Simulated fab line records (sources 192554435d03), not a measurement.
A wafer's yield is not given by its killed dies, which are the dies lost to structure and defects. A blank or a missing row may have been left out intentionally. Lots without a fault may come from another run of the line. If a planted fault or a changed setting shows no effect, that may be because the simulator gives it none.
A single fault, viewed from 3 desks / flow n5Finfet / only its own numbers are on each desk; what lay behind them is given at the end

## THE DEFECT DESK
Per lot, the means of the sampled wafers with a number show what the inspections along the route counted. Marked OUT: a lot whose mean sits more than 4 standard deviations from the usual mean, which makes it out of limits; the brackets give that distance.
Columns: A = rawDefectCount at N5_BEOL_M11_INSPECT_13, usual 422
lot=L710; first seen here=day 13 09:05; A=532
lot=L712; first seen here=day 13 20:50; A=370
lot=L716; first seen here=day 14 23:38; A=412
lot=L717; first seen here=day 15 03:21; A=524
lot=L718; first seen here=day 15 07:51; A=394
lot=L722; first seen here=day 16 08:26; A=385
lot=L720; first seen here=day 16 08:44; A=398
Result from this desk: across the 7 lots, nothing is out of limits.

## THE TOOL OWNER'S DESK: rieDiel-06
The tool's own readings at N5_BEOL_M11_DESCUM_16 (chemistry O2, time 7.9 s): means of the sampled wafers that have a number, for each lot that ran on this tool. Marked OUT: a lot whose mean sits more than 4 standard deviations from the usual mean, which makes it out of limits; the brackets give that distance.
Columns: A = drypumpMotorCurrentA at N5_BEOL_M11_DESCUM_16, usual 5.5 A; B = oesProductAu at N5_BEOL_M11_DESCUM_16, usual 0.80 a.u.; C = rfVppV at N5_BEOL_M11_DESCUM_16, usual 243.0 V; D = showerheadPlenumPTorr at N5_BEOL_M11_DESCUM_16, usual 2.09 Torr; E = throttleValvePct at N5_BEOL_M11_DESCUM_16, usual 20.33 %
lot=L710; first seen here=day 13 09:10; A=5.7; B=0.77; C=243.3; D=2.09; E=20.28
lot=L716; first seen here=day 14 23:52; A=5.8; B=0.81; C=244.2; D=2.14; E=20.19
lot=L718; first seen here=day 15 07:53; A=5.5; B=0.87; C=244.8; D=2.16; E=20.18
lot=L722; first seen here=day 16 08:35; A=5.1; B=0.94; C=244.4; D=2.23; E=20.12
lot=L720; first seen here=day 16 09:08; A=5.8; B=0.81; C=243.4; D=2.11; E=20.23
Result from this desk: across the 5 lots, nothing is out of limits.

## THE METROLOGY DESK
What the gauges read, lot by lot, whatever tool the lot ran on: means of the sampled wafers that have a number. Marked OUT: a lot whose mean sits more than 4 standard deviations from the usual mean, which makes it out of limits; the brackets give that distance.
Columns: A = cdNm at N5_BEOL_M11_CD_MEAS_11, usual 64.3 nm; B = M11_OVL at N5_BEOL_M11_OVL_MEAS_12, usual 0.5 nm
lot=L710; first seen here=day 13 09:02; A=64.6; B=0.3
lot=L712; first seen here=day 13 20:47; A=64.6; B=0.5
lot=L716; first seen here=day 14 23:35; A=64.2; B=-0.3
lot=L717; first seen here=day 15 03:17; A=64.5; B=0.0
lot=L718; first seen here=day 15 07:48; A=64.2; B=-0.6
lot=L722; first seen here=day 16 08:22; A=64.2; B=1.4
lot=L720; first seen here=day 16 08:40; A=63.9; B=-0.1
Result from this desk: across the 7 lots, nothing is out of limits.

## PUT TOGETHER
The defect desk saw nothing out of limits.
Nothing out of limits was seen by the tool owner's desk.
From the metrology desk's view, nothing was out of limits.

## WHAT THE SIMULATOR HAD INSERTED
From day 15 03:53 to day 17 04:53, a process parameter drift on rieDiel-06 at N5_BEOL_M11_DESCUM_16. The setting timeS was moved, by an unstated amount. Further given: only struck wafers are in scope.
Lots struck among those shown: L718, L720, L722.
